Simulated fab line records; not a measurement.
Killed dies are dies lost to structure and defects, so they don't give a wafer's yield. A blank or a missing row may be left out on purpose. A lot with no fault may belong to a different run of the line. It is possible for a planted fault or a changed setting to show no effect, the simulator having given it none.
Matching of chambers || flow n5 finfet || ald metal-01 running N5_BEOL_M2_ALD_84: 4 sister chambers
The step deposits TaN, pulse time 2 s, purge time 3 s, co reactant purge time 2 s. 16 wafers are shown with their chamber, then 8 later ones without.

## WAFERS, EACH WITH ITS CHAMBER
{"wafer": "L074.1", "chamber": 1, "heater power w (W)": 371, "chamber pressure Torr (Torr)": 2.991}
{"wafer": "L074.3", "chamber": 0, "heater power w (W)": 498, "chamber pressure Torr (Torr)": 3.002}
{"wafer": "L074.5", "chamber": 1, "heater power w (W)": 390, "chamber pressure Torr (Torr)": 2.997}
{"wafer": "L080.2", "chamber": 3, "heater power w (W)": 433, "chamber pressure Torr (Torr)": 2.997}
{"wafer": "L080.3", "chamber": 2, "heater power w (W)": 485, "chamber pressure Torr (Torr)": 2.986}
{"wafer": "L080.6", "chamber": 1, "heater power w (W)": 384, "chamber pressure Torr (Torr)": 3.003}
{"wafer": "L084.1", "chamber": 2, "heater power w (W)": 469, "chamber pressure Torr (Torr)": 3.009}
{"wafer": "L084.2", "chamber": 3, "heater power w (W)": 439, "chamber pressure Torr (Torr)": 2.990}
{"wafer": "L084.4", "chamber": 0, "heater power w (W)": 514, "chamber pressure Torr (Torr)": 2.995}
{"wafer": "L085.2", "chamber": 1, "heater power w (W)": 386, "chamber pressure Torr (Torr)": 2.995}
{"wafer": "L085.3", "chamber": 3, "heater power w (W)": 438, "chamber pressure Torr (Torr)": 3.001}
{"wafer": "L085.6", "chamber": 2, "heater power w (W)": 483, "chamber pressure Torr (Torr)": 2.993}
{"wafer": "L089.2", "chamber": 0, "heater power w (W)": 511, "chamber pressure Torr (Torr)": 3.004}
{"wafer": "L089.5", "chamber": 0, "heater power w (W)": 509, "chamber pressure Torr (Torr)": 2.998}
{"wafer": "L089.6", "chamber": 3, "heater power w (W)": 437, "chamber pressure Torr (Torr)": 2.995}
{"wafer": "L091.2", "chamber": 2, "heater power w (W)": 484, "chamber pressure Torr (Torr)": 2.993}

SIGNATURES (averages over the wafers above)
{"reading": "heater power w", "chamber 0": 508.00, "chamber 1": 382.75, "chamber 2": 480.25, "chamber 3": 436.75, "scatter within a chamber": 6.71}
{"reading": "chamber pressure Torr", "chamber 0": 2.99975, "chamber 1": 2.99650, "chamber 2": 2.99525, "chamber 3": 2.99575, "scatter within a chamber": 0.00627}
Rule: for a wafer and a chamber, the distance is found by dividing, reading by reading, the gap between the wafer's reading and the chamber's mean by the reading's scatter, squaring, summing and taking the root. The wafer belongs to the nearest chamber; if the next one is less than 2 further off, it can't be placed. The scatter is the square root of a quotient: the sum, over the shown wafers, of each reading's squared deviation from its chamber's mean, divided by wafers minus chambers.

## WAFERS WHOSE CHAMBER IS MISSING
{"wafer": "L091.5", "heater power w (W)": 387, "chamber pressure Torr (Torr)": 3.002}
{"wafer": "L091.6", "heater power w (W)": 481, "chamber pressure Torr (Torr)": 3.005}
{"wafer": "L095.2", "heater power w (W)": 455, "chamber pressure Torr (Torr)": 2.993}
{"wafer": "L095.4", "heater power w (W)": 387, "chamber pressure Torr (Torr)": 2.996}
{"wafer": "L095.5", "heater power w (W)": 470, "chamber pressure Torr (Torr)": 2.992}
{"wafer": "L097.3", "heater power w (W)": 517, "chamber pressure Torr (Torr)": 3.011}
{"wafer": "L097.4", "heater power w (W)": 435, "chamber pressure Torr (Torr)": 3.005}
{"wafer": "L097.6", "heater power w (W)": 390, "chamber pressure Torr (Torr)": 2.996}

## WHICH CHAMBER EACH WENT THROUGH
{"wafer": "L091.5", "from the rows above": 1, "in truth": 1}
{"wafer": "L091.6", "from the rows above": 2, "in truth": 2}
{"wafer": "L095.2", "from the rows above": "can't be placed: 3 or 2", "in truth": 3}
{"wafer": "L095.4", "from the rows above": 1, "in truth": 1}
{"wafer": "L095.5", "from the rows above": 2, "in truth": 2}
{"wafer": "L097.3", "from the rows above": 0, "in truth": 0}
{"wafer": "L097.4", "from the rows above": 3, "in truth": 3}
{"wafer": "L097.6", "from the rows above": 1, "in truth": 1}
Correctly placed: 7 of 8. From these rows, 1 cannot be placed; in 1 the true chamber is one of the candidates. Wrongly placed: 0.
